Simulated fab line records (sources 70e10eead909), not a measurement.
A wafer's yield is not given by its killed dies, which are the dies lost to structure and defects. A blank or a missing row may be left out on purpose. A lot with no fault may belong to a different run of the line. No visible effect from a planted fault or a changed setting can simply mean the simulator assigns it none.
Which tool was responsible? | flow nand_harc | Sampling: 12 lots, 36 wafers, 5 of 1302 route steps

== WHAT EACH GAUGE READ, for each wafer ==
NHARC_A_M1_INSPECT_27.
lot  | measured     | on                | raw_defect_count
L471 | day 22 23:55 | defect_inspect-01 | 434 440 398
L472 | day 23 19:38 | defect_inspect-02 | 372 555 411
L473 | day 24 13:14 | defect_inspect-01 | 413 514 374
L482 | day 27 19:23 | defect_inspect-01 | 698 788 783
L485 | day 29 02:28 | defect_inspect-02 | 530 569 498
L488 | day 30 05:48 | defect_inspect-02 | 479 559 517
L489 | day 30 12:39 | defect_inspect-01 | 547 455 369
L490 | day 31 03:04 | defect_inspect-02 | 495 452 541
L491 | day 31 09:50 | defect_inspect-01 | 634 580 621
L492 | day 31 14:09 | defect_inspect-02 | 417 450 417
L493 | day 31 22:55 | defect_inspect-02 | 572 330 384
L494 | day 33 05:49 | defect_inspect-01 | 945 854 544

NHARC_A_BONDPAD_CD_MEAS_09: the cd target is 500 nm.
lot  | measured     | on        | cd_nm (nm)
L471 | day 23 01:49 | cd_sem-03 | 501.4 499.9 499.8
L472 | day 23 21:33 | cd_sem-01 | 500.6 498.5 499.4
L473 | day 24 15:18 | cd_sem-01 | 500.4 501.4 495.4
L482 | day 27 21:11 | cd_sem-03 | 498.8 499.2 499.3
L485 | day 29 04:47 | cd_sem-01 | 500.5 495.4 499.2
L488 | day 30 07:44 | cd_sem-02 | 495.3 501.4 499.6
L489 | day 30 14:33 | cd_sem-03 | 501.1 499.5 500.6
L490 | day 31 05:00 | cd_sem-03 | 500.6 501.6 498.5
L491 | day 31 11:46 | cd_sem-03 | 501.9 500.6 500.3
L492 | day 31 16:05 | cd_sem-01 | 500.7 497.5 500.1
L493 | day 32 00:42 | cd_sem-03 | 499.3 500.5 499.8
L494 | day 33 07:45 | cd_sem-02 | 499.5 501.4 501.8

NHARC_END_SORT_01.
lot  | measured     | on        | defect_limited_yield (%) | killed_at_array | killed_at_other | killed_at_periphery | killed_dies | killed_open | killed_short | sort_bin_2_pct (%) | sort_bin_3_pct (%) | sort_bin_4_pct (%) | sort_n_pass | sort_rim_yield_pct (%) | sort_yield_pct (%)
L471 | day 24 16:59 | prober-02 | 95.0 96.3 96.3           | 33 22 24        | 0 2 0           | 1 1 1               | 34 25 25    | 3 2 5       | 3 4 2        | 1.5 1.5 1.6        | 0.6 0.1 0.3        | 3.0 2.1 1.8        | 643 652 652 | 91 92 92               | 95.0 96.3 96.3
L482 | day 30 11:02 | prober-02 | 95.4 83.6 96.0           | 28 107 21       | 3 1 4           | 0 3 2               | 31 111 27   | 1 4 2       | 2 3 3        | 1.6 7.2 1.2        | 0.1 3.5 0          | 2.8 5.6 2.8        | 646 566 650 | 93 82 94               | 95.4 83.6 96.0
L485 | day 30 14:46 | prober-02 | 92.3 88.6 91.9           | 49 72 53        | 0 0 1           | 3 5 1               | 52 77 55    | 2 2 3       | 3 1 3        | 2.4 5.2 2.7        | 0.4 0.4 0.3        | 4.9 5.8 5.2        | 625 600 622 | 82 96 92               | 92.3 88.6 91.9
L493 | day 33 05:05 | prober-02 | 94.5 94.1 93.4           | 35 34 42        | 0 1 0           | 2 5 3               | 37 40 45    | 7 6 2       | 4 3 4        | 1.8 2.4 2.1        | 0.6 0.6 0.7        | 3.1 3.0 3.8        | 640 637 632 | 98 96 93               | 94.5 94.1 93.4

== TOOL THAT RAN EACH LOT (tool first, then ch and the chambers of the sampled wafers, then the start) ==
lot  | NHARC_A_BONDPAD_DEP_00                     | NHARC_A_BONDPAD_STRIP_15
L471 | pecvd-01 ch 0,2, day 23 00:37              | rie_diel-08 ch 0,2,3, day 23 02:26
L472 | pecvd-02 ch 1,2, day 23 20:25              | rie_diel-03 ch 0,2, day 23 22:10
L473 | pecvd-01 ch 1,2, day 24 13:56              | rie_diel-04 ch 0,2, day 24 15:55
L482 | pecvd-01 ch 0,2, day 27 21:11 or earlier   | rie_diel-08 ch 0,2,3, day 27 21:49
L485 | pecvd-02 ch 0,1, day 29 03:32              | rie_diel-04 ch 0,2,3, day 29 05:23
L488 | pecvd-01 ch 0,2, day 30 06:31              | rie_diel-04 ch 0,1,3, day 30 08:20
L489 | pecvd-02 ch 0,1, day 30 14:33 or earlier   | rie_diel-08 ch 0,1,2, day 30 15:10
L490 | pecvd-02 ch 0,1,2, day 31 05:00 or earlier | rie_diel-03 ch 0,3, day 31 05:57
L491 | pecvd-02 ch 0,1,2, day 31 10:35            | rie_diel-08 ch 0,1,3, day 31 12:23
L492 | pecvd-01 ch 0,1,2, day 31 16:05 or earlier | rie_diel-08 ch 0,1, day 31 16:42
L493 | pecvd-01 ch 0,1, day 31 23:41              | rie_diel-04 ch 0,2,3, day 32 01:19
L494 | pecvd-01 ch 0,1,2, day 33 07:45 or earlier | rie_diel-08 ch 0,1,2, day 33 08:21
- NHARC_A_BONDPAD_DEP_00: deposits SiCN, target thk 250 nm.
- NHARC_A_BONDPAD_STRIP_15: strips in O2.

== WHAT THE TOOLS THEMSELVES READ (means of the sampled wafers that have a number; where no wafer has one, the mark that the record gives instead) ==
NHARC_A_BONDPAD_DEP_00.
lot  | tool     | heater_power_w (W)
L471 | pecvd-01 | 621
L472 | pecvd-02 | 524
L473 | pecvd-01 | 534
L482 | pecvd-01 | 580
L485 | pecvd-02 | 589
L488 | pecvd-01 | 613
L489 | pecvd-02 | 589
L490 | pecvd-02 | 581
L491 | pecvd-02 | 583
L492 | pecvd-01 | 554
L493 | pecvd-01 | 586
L494 | pecvd-01 | 560

NHARC_A_BONDPAD_STRIP_15.
lot  | tool        | drypump_motor_current_A (A) | oes_product_au (a.u.) | rf_vpp_V (V) | showerhead_plenum_p_Torr (Torr) | throttle_valve_pct (%)
L471 | rie_diel-08 | 5.7                         | 0.992                 | 58.0         | 3.51                            | 17.033
L472 | rie_diel-03 | 6.0                         | 0.997                 | 57.9         | 3.46                            | 17.044
L473 | rie_diel-04 | 6.0                         | 0.992                 | 57.6         | 3.52                            | 17.037
L482 | rie_diel-08 | 5.6                         | 0.987                 | 58.2         | 3.51                            | 17.033
L485 | rie_diel-04 | 5.8                         | 1.006                 | 57.1         | 3.50                            | 17.029
L488 | rie_diel-04 | 5.6                         | 1.003                 | 58.2         | 3.44                            | 17.040
L489 | rie_diel-08 | 5.5                         | 1.007                 | 57.7         | 3.50                            | 17.043
L490 | rie_diel-03 | 5.9                         | 1.004                 | 58.4         | 3.50                            | 17.035
L491 | rie_diel-08 | 5.8                         | 0.994                 | 57.1         | 3.57                            | 17.029
L492 | rie_diel-08 | 5.7                         | 0.998                 | 56.5         | 3.60                            | 17.038
L493 | rie_diel-04 | 5.8                         | 0.995                 | 57.7         | 3.49                            | 17.030
L494 | rie_diel-08 | 5.5                         | 0.994                 | 57.7         | 3.50                            | 17.034

== THE ANSWER, worked out from the rows above alone ==
Rule: usual is defined by the lots themselves. The widest of any qualifying gaps counts: lots, ordered by their means at a reading, are off when they make up no more than a third of the lots, leave a main group of 4 or more, and stand apart from it by 3 or more times the standard deviation of that group's means. The tables above print the reading to a certain number of digits; a main group whose means all agree to those digits is not used. A lot without any number at a reading at which 4 lots or more have one is off too. The other lots that the step has rows for count as sound. Order of review: gauges by route order, followed by the tools' own readings, for which a lot's mean as printed above is used. At the first step where some lot is off, the reading lying furthest off is the one used; lots without a number count as furthest.
No lot is off on any of the readings shown, so nothing can be concluded from this.

== WHAT THE SIMULATOR HAD PUT IN ==
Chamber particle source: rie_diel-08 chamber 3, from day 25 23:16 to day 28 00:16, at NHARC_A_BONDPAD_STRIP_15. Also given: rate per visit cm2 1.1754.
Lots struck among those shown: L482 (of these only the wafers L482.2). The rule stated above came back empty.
